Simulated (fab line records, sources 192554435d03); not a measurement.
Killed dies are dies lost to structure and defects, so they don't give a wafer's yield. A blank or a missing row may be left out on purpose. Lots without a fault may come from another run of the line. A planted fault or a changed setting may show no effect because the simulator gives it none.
A struck lot beside a sound one | flow n5_finfet | 42 steps out of a route of 1938
Sound: wafers L545.1, L545.2, L545.4. Struck: wafers L557.1, L557.3, L557.5. The cause comes at the end.
At each step with rows: each side's tool, then ch and its chambers, then its first start. Under that, the readings that differ: sound wafers | struck wafers | difference of the means | sigmas: that difference in standard deviations of wafers without a fault.
alike: readings whose means differ by less than 2 such deviations, and words and numbers that are the same on both sides. not compared: withheld readings, readings that some wafer has no value for, bounds like >300 that may hide the same value, and numbers for which the record gives no deviation and whose values overlap.
The two part at a step that has a row with sigmas, a row that says differs or no value, or rows on one side only. Numbers that don't overlap but have no deviation are shown without sigmas and don't part them. A reading that every wafer of one side lacks parts them only if that side has two wafers or more.

first, 12 steps without rows for these wafers: N5_BEOL_M2_ETCH_77 (etches underlayer in N2/H2, target depth 6.5 nm, time 5.2 s); N5_BEOL_M2_ETCH_69 (etches SiARC in CF4, target depth 15.6 nm, time 26 s); N5_BEOL_M2_ALD_98 (deposits SiO2, target thk 2.5 nm, pulse time 1 s, co reactant pulse time 1 s); N5_BEOL_M2_ETCHBACK_99 (etches SiO2 in CHF3, target depth 5 nm, time 10.4 s); N5_BEOL_M2_ETCH_70 (etches SOC in N2/H2, target depth 80 nm, overetch 24 nm, time 130 s); N5_BEOL_M2_STRIP_71 (strips in N2/H2); N5_BEOL_M2_STRIP_78 (strips in N2/H2); N5_BEOL_M2_VIA_ETCH_34 (etches the open film in C4F6/O2, target depth 69.4 nm, time 65.9 s); N5_BEOL_M2_STRIP_83 (strips in C4F6/O2); N5_BEOL_M2_STRIP_36 (strips in N2/H2); N5_BEOL_M2_TRENCH_ETCH_37 (etches SiOC in C4F6/O2, target depth 55.555 nm, time 29.2 s); N5_BEOL_M2_ETCH_41 (etches SiCN in CH3F/O2, target depth 29.9 nm, time 52.5 s).
N5_BEOL_M2_STRIP_97: strips in N2/H2, time 10 s.
  sound on rie_diel-04 ch 0,1,3, day 9 02:49; struck on rie_diel-01 ch 1,3, day 11 05:46
  no value came back on the struck wafers for any of 8 readings (bias_power_w (W), chamber_pressure_mTorr (mTorr) and others); on the sound wafers bias_power_w (W) reads 7.037 7.015 7.015
then, 27 steps without rows for these wafers: N5_BEOL_M2_HM_STRIP_39 (strips TiN in peroxide tin strip, target depth 25 nm, time 158 s); N5_BEOL_M2_SRD_40 (time 30 s); N5_BEOL_M2_PRECLEAN_42 (cleans in residue remover, time 60 s); N5_BEOL_M2_SRD_43 (time 30 s); N5_BEOL_M2_DEGAS_44 (time 60 s); N5_BEOL_M2_PRE_CLEAN_45 (time 30 s); N5_BEOL_M2_ALD_84 (deposits TaN, pulse time 2 s, purge time 3 s, co reactant purge time 2 s); N5_BEOL_M2_SURFACE_TREAT_85; N5_BEOL_M2_CVD_47 (deposits Co from CCTBA/H2, target thk 3 nm, time 223.8 s); N5_BEOL_M2_SPUTTER_48 (material Cu, target thk 4.5 nm, time 8.29 s); N5_BEOL_M2_ANNEAL_49 (time 240 s); N5_BEOL_M2_SPUTTER_79 (material Cu, target thk 4.5 nm, time 8.29 s); N5_BEOL_M2_ANNEAL_80 (time 240 s); N5_BEOL_M2_SPUTTER_81 (material Cu, target thk 4.5 nm, time 8.29 s); N5_BEOL_M2_ANNEAL_82 (time 240 s); N5_BEOL_M2_SPUTTER_86 (material Cu, target thk 4.5 nm, time 8.29 s); N5_BEOL_M2_ANNEAL_87 (time 240 s); N5_BEOL_M2_SPUTTER_88 (material Cu, target thk 4.5 nm, time 8.29 s); N5_BEOL_M2_ANNEAL_89 (time 240 s); N5_BEOL_M2_SPUTTER_90 (material Cu, target thk 4.5 nm, time 8.29 s); N5_BEOL_M2_ANNEAL_91 (time 240 s); N5_BEOL_M2_SPUTTER_92 (material Cu, target thk 4.5 nm, time 8.29 s); N5_BEOL_M2_ANNEAL_93 (time 240 s); N5_BEOL_M2_SPUTTER_94 (material Cu, target thk 4.5 nm, time 8.29 s); N5_BEOL_M2_ANNEAL_95 (time 240 s); N5_BEOL_M2_SPUTTER_96 (material Cu, target thk 4.5 nm, time 8.29 s); N5_BEOL_M2_ECD_50 (material Cu, target thk 300 nm).
-- the record jumps here: 3 days lie between the struck wafers' starts before and after (it left off in module BEOL_M2 and takes up again in module BEOL_M4, whose first step shown is number 1111 of the route) --
N5_BEOL_M4_RC_MEAS_101:
  sound on prober-01 ch 0, day 11 17:25; struck on prober-01 ch 0, day 14 05:09
  alike: DIBL_N, DIBL_P, IOFF_N, IOFF_P, ION_N, ION_P, SS_N, SS_P, VT_N, VT_P
-- the record jumps here: 4 days lie between the struck wafers' starts before and after (it left off in module BEOL_M4 and takes up again in module PASSIVATION, whose first step shown is number 1936 of the route) --
N5_PASSIVATION_PROBE_49:
  sound on prober-01, day 15 23:07; struck on prober-02, day 18 14:25
  reading                  | sound          | struck         | difference | sigmas
  defect_limited_yield (%) | 91.9 91.5 94.3 | 86.9 82.6 80.5 | -9.2       | -7
  killed_at_M0_to_M3       | 38 30 24       | 93 117 124     | +81        | +9
  killed_dies              | 95 100 67      | 155 205 230    | +109       | +6
  killed_on_rim            | 16 11 8        | 23 27 31       | +15        | +4
  killed_open              | 61 59 47       | 99 156 176     | +88        | +7
  killed_short             | 32 39 20       | 52 47 53       | +20        | +3
  sort_bin_5_function (%)  | 4.1 4.8 3.2    | 7.9 10.7 12.1  | +6.2       | +6
  sort_bin_6_memory (%)    | 3.7 3.1 2.2    | 4.7 6.1 6.9    | +2.9       | +4
  sort_n_pass              | 1085 1080 1113 | 1025 975 950   | -109       | -6
  sort_yield_pct (%)       | 91.9 91.5 94.3 | 86.9 82.6 80.5 | -9.2       | -6
  alike: killed_at_M4_up, killed_at_contacts, killed_at_front_end, killed_at_other

WHERE THEY PART
First at N5_BEOL_M2_STRIP_97; last, within this record, at N5_PASSIVATION_PROBE_49.

WHY: what the simulator had put in
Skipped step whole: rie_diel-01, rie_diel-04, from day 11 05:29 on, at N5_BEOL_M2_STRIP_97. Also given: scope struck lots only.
